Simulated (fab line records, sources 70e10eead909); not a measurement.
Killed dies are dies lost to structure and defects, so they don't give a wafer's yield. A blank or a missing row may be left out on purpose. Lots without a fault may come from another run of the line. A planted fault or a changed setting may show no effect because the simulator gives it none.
fab line records | flow nand_harc | part 2 of 2: steps 5 to 6 of 6
record lots=22 wafers=66 last_day=24
route steps=1159 shown A_CHANNEL_HOLE_D1@467 A_CHANNEL_FILL_D1@492 A_STAIRCASE@531
lots that met no fault: from a run of the same line without faults
start_h: hours from the record's first day to the start of the lot's first wafer shown | wait_h: hours since the lot's step before | " the same as in the row above | L1.1+2: a row that stands for several wafers | - no value, or no start given | * or withheld: withheld | < > ~ a bound
route shown NAME@n: a module of which the file shows steps, and the number in the route of the first | usual: mean/standard deviation of fault-free wafers | same: alike in all rows | chamber/n: place in a boat | sites: the reading at each site | _std_site: their standard deviation | _edge_site: outer sites' mean less inner sites' | radius_mm: how far each site lies from the wafer's centre | mask NAME#n: copy n | behind: the tool/chamber that last shaped the wafer | hold: why the lot was held/for how many hours/how that ended | device: the transistor (n, p or np) that didn't switch | end of line: the same wafers' tests at the end of the route | a step without rows: its recipe alone | killed: dies lost to structure and defects at the first sort, not the wafer's yield | map: a wafer's dies, x killed, . not, _ none there
set.NAME: the setting as run; set.NAME@STEP: as run at that earlier step | model.NAME: the simulator's own value behind a step, which no gauge read
steps of the route over a sample of lots; a table a step, a row a wafer
services: from which hour (start_h, from the record's first day; less than 0 if before it) a tool's chamber was out of use, for how many hours, and why
## steps
# step NHARC_A_STAIRCASE_TRIM_22
# recipe time_s=211.2 o2_flow_sccm=500 ar_flow_sccm=0 bias_w=0 chemistry=O2
# usual drypump_motor_current_A=5.8/0.61 oes_product_au=0.997/0.013 rf_vpp_V=57.7/0.97 showerhead_plenum_p_Torr=3.53/0.19 throttle_valve_pct=17.037/0.0096
# columns lot.wafer tool chamber start_h wait_h drypump_motor_current_A oes_product_au rf_hours_counter_h rf_vpp_V showerhead_plenum_p_Torr throttle_valve_pct
L075.2 rie_diel-03 2 - - 5.5 1.002 3 57.6 3.77 17.049
L075.1 " 0 " " 5.7 1.010 3 58.9 3.77 17.038
L075.4 " 1 " " 5.2 1.006 3 57.6 3.45 17.045
L074.2 rie_diel-11 3 - - 5.3 0.963 11 57.9 3.36 17.022
L074.3 " 0 " " 6.8 0.986 11 57.3 3.80 17.025
L074.1 " 1 " " 5.5 0.973 12 56.4 3.33 17.024
L077.4 rie_diel-02 3 - - 5.5 1.011 37 57.2 3.42 17.023
L077.3 " 1 " " 6.6 1.005 37 59.2 3.68 17.050
L077.6 " 3 " " 5.5 1.012 - 58.1 3.42 17.046
L076.1 rie_diel-11 0 - - 6.9 0.999 19 59.3 3.80 17.036
L076.3 " 1 " " 5.4 0.977 19 57.1 3.33 17.037
L076.6 " 0 " " 6.8 0.996 - 58.1 3.80 17.043
L078.2 rie_diel-11 2 - - 6.1 1.014 23 56.9 3.32 17.066
L078.3 " 3 " " 5.4 0.979 22 56.1 3.35 17.035
L078.6 " 2 " " 6.1 1.017 - 56.9 3.32 17.036
L079.2 rie_diel-03 0 - - 5.7 1.014 12 58.5 3.77 17.038
L079.4 " 2 " " 5.5 1.004 14 59.6 3.77 17.023
L079.6 " 0 " " 5.7 1.011 - 59.3 3.77 17.035
L080.4 rie_diel-03 2 - - 5.5 0.987 20 58.5 3.76 17.039
L080.1 " 1 " " 5.2 0.985 17 57.4 3.44 17.038
L080.6 " 3 " " 5.6 0.995 - 56.7 3.32 17.040
L081.1 rie_diel-02 1 - - 6.6 1.000 44 57.2 3.67 17.031
L081.4 " 0 " " 4.9 0.981 45 59.1 3.78 17.039
L081.5 " 2 " " 6.7 0.995 - 58.9 3.59 17.048
L082.4 rie_diel-02 1 - - 6.6 1.000 48 58.5 3.67 17.024
L082.1 " 2 " " 6.7 0.994 49 57.9 3.59 17.012
L082.5 " 0 " " 4.9 0.982 - 59.2 3.78 17.039
L084.3 rie_diel-11 2 - - 6.1 1.011 31 57.2 3.31 17.026
L084.1 " 1 " " 5.5 0.984 32 56.6 3.32 17.041
L084.6 " 3 " " 5.3 0.976 - 58.1 3.35 17.052
L083.3 rie_diel-11 0 - - 6.9 0.988 34 57.1 3.79 17.030
L083.1 " 3 " " 5.3 0.975 33 58.2 3.35 17.038
L083.6 " 0 " " 6.9 0.992 - 58.4 3.79 17.029
L087.4 rie_diel-11 3 313.24 0.1 5.4 0.978 - 57.4 3.35 17.038
L087.5 " 3 " " 5.3 0.981 - 57.8 3.35 17.042
L087.6 " 2 " " 6.1 0.995 - 56.3 3.31 17.022
L085.1 rie_diel-02 0 - - 4.9 0.987 57 58.2 3.77 17.049
L085.3 " 2 " " 6.7 0.992 60 56.7 3.58 17.046
L085.4 " 3 " " 5.5 1.006 59 57.7 3.41 17.046
L086.1 rie_diel-02 3 - - 5.5 1.005 59 57.2 3.41 17.026
L086.2 " 1 " " 6.6 1.006 57 57.7 3.67 17.037
L086.3 " 2 " " 6.7 0.989 60 58.2 3.58 17.043
L088.2 rie_diel-02 2 - - 6.7 0.988 62 57.8 3.58 17.056
L088.1 " 1 " " 6.6 1.003 59 58.2 3.66 17.046
L088.5 " 2 " " 6.8 0.978 - 57.6 3.58 17.035
L089.2 rie_diel-03 3 - - 5.6 0.994 37 57.5 3.31 17.040
L089.3 " 0 " " 5.7 1.015 36 59.4 3.75 17.039
L089.6 " 3 " " 5.6 0.994 - 55.0 3.31 17.049
L092.1 rie_diel-03 1 - - 5.2 0.996 31 58.5 3.43 17.032
L092.2 " 3 " " 5.6 0.981 43 57.8 3.31 17.043
L092.3 " 0 " " 5.7 1.009 42 57.2 3.75 17.022
L091.4 rie_diel-03 1 - - 5.2 1.001 35 57.4 3.43 17.043
L091.2 " 2 " " 5.5 1.013 34 59.4 3.75 17.043
L091.6 " 0 " " 5.7 1.009 - 58.0 3.75 17.034
L093.2 rie_diel-03 2 - - 5.5 1.018 36 58.3 3.75 17.035
L093.6 " 1 " " 5.2 1.003 - 57.1 3.43 17.049
L093.5 " 2 " " 5.5 1.011 - 57.6 3.75 17.035
L094.4 rie_diel-11 2 - - 6.1 1.009 51 57.1 3.30 17.032
L094.6 " 0 " " 6.9 0.986 - 58.9 3.78 17.046
L094.5 " 1 " " 5.5 0.991 - 56.8 3.31 17.044
L096.4 rie_diel-02 1 - - 6.6 1.014 9 58.3 3.66 17.034
L096.6 " 0 " " 4.9 1.008 - 56.5 3.76 17.029
L096.5 " 1 " " 6.6 1.009 - 57.7 3.66 17.045
L097.4 rie_diel-02 1 - - 6.7 1.013 12 58.0 3.66 17.055
L097.1 " 2 " " 6.8 1.019 12 56.5 3.57 17.039
L097.6 " 2 " " 6.7 1.023 - 58.2 3.57 17.020
# step NHARC_A_STAIRCASE_ETCH_27
# recipe target_depth_a=1000 time_s=40.5 ion_energy_ev=400 c4f8_flow_sccm=20 o2_flow_sccm=10 ar_flow_sccm=withheld rf_w=600 bias_w=1000 chemistry=C4F8/O2
# usual oes_product_au=0.937/0.015 rf_vpp_V=896/7
# columns lot.wafer tool chamber start_h wait_h oes_product_au rf_hours_counter_h rf_vpp_V
L075.1 rie_diel-03 2 - - 0.924 4 904
L075.4 " 3 " " 0.921 4 888
L075.2 " 0 " " 0.935 3 905
L074.1 rie_diel-11 3 - - 0.903 12 891
L074.2 " 0 " " 0.930 11 906
L074.3 " 2 " " 0.932 12 889
L077.3 rie_diel-02 0 - - 0.933 38 905
L077.4 " 1 " " 0.941 37 901
L077.6 " 3 " " 0.968 - 892
L076.1 rie_diel-11 3 - - 0.912 20 891
L076.3 " 0 " " 0.920 19 905
L076.6 " 2 " " 0.976 - 887
L078.2 rie_diel-11 3 - - 0.916 23 889
L078.3 " 1 " " 0.925 23 887
L078.6 " 3 " " 0.926 - 890
L079.4 rie_diel-03 3 - - 0.935 13 889
L079.2 " 1 " " 0.936 13 893
L079.6 " 0 " " 0.932 - 905
L080.1 rie_diel-03 2 - - 0.944 20 905
L080.4 " 3 " " 0.952 20 889
L080.6 " 2 " " 0.948 - 904
L081.1 rie_diel-02 0 - - 0.941 46 906
L081.4 " 2 " " 0.940 46 898
L081.5 " 1 " " 0.952 - 902
L082.1 rie_diel-02 3 - - 0.949 49 891
L082.4 " 2 " " 0.934 49 898
L082.5 " 0 " " 0.930 - 906
L084.3 rie_diel-11 0 - - 0.932 33 905
L084.1 " 1 " " 0.925 34 888
L084.6 " 2 " " 0.944 - 888
L083.3 rie_diel-11 1 - - 0.926 36 889
L083.1 " 2 " " 0.952 35 888
L083.6 " 3 " " 0.922 - 889
L087.4 rie_diel-11 1 - - 0.936 - 890
L087.6 " 2 " " 0.938 - 888
L087.5 " 3 " " 0.920 - 889
L085.3 rie_diel-02 3 - - 0.944 59 891
L085.4 " 0 " " 0.920 58 906
L085.1 " 1 " " 0.929 57 900
L086.2 rie_diel-02 3 - - 0.954 60 892
L086.1 " 0 " " 0.927 58 905
L086.3 " 1 " " 0.949 57 899
L088.1 rie_diel-02 0 - - 0.922 60 904
L088.2 " 1 " " 0.940 59 899
L088.5 " 3 " " 0.951 - 892
L089.2 rie_diel-03 0 - - 0.954 36 906
L089.3 " 1 " " 0.951 26 893
L089.6 " 0 " " 0.958 - 904
L092.3 rie_diel-03 0 - - 0.940 42 906
L092.1 " 1 " " 0.934 32 893
L092.2 " 3 " " 0.923 44 888
L091.4 rie_diel-03 2 - - 0.944 35 904
L091.2 " 0 " " 0.946 46 904
L091.6 " 3 " " 0.936 - 889
L093.2 rie_diel-03 1 - - 0.950 37 892
L093.5 " 3 " " 0.935 - 888
L093.6 " 0 " " 0.965 - 903
L094.4 rie_diel-11 1 - - 0.925 56 889
L094.6 " 2 " " 0.934 - 887
L094.5 " 3 " " 0.934 - 890
L096.4 rie_diel-02 3 - - 0.935 10 892
L096.5 " 2 " " 0.963 - 898
L096.6 " 3 " " 0.934 - 892
L097.1 rie_diel-02 2 - - 0.962 12 898
L097.4 " 3 " " 0.941 14 891
L097.6 " 2 " " 0.963 - 896
## services
# columns tool chamber start_h hours kind
rie_diel-02 - 150.80 9.0 pm
rie_diel-05 - 163.60 9.0 pm
rie_diel-11 2 185.50 4.2 repair
rie_diel-11 - 191.18 9.0 pm
rie_diel-03 - 215.54 9.0 pm
rie_diel-08 2 225.44 3.0 repair
rie_diel-02 3 238.15 6.9 repair
rie_diel-05 3 247.42 4.0 repair
rie_diel-05 0 257.70 2.1 repair
rie_diel-08 1 268.94 17.0 repair
rie_diel-13 - 276.00 9.0 pm
rie_diel-08 3 296.12 1.3 repair
rie_diel-11 0 306.26 16.5 repair
har_etch-01 - 308.04 17.0 pm
rie_diel-11 1 308.35 5.1 repair
rie_diel-03 2 312.97 20.5 repair
rie_diel-05 0 315.15 4.4 repair
ald_hk-03 - 322.00 10.0 pm
rie_diel-13 3 323.01 5.2 repair
rie_diel-02 - 327.80 9.0 pm
rie_diel-11 2 329.28 7.2 repair
rie_diel-05 - 340.60 9.0 pm
rie_diel-13 - 353.94 0.5 repair
rie_diel-11 - 368.22 9.0 pm
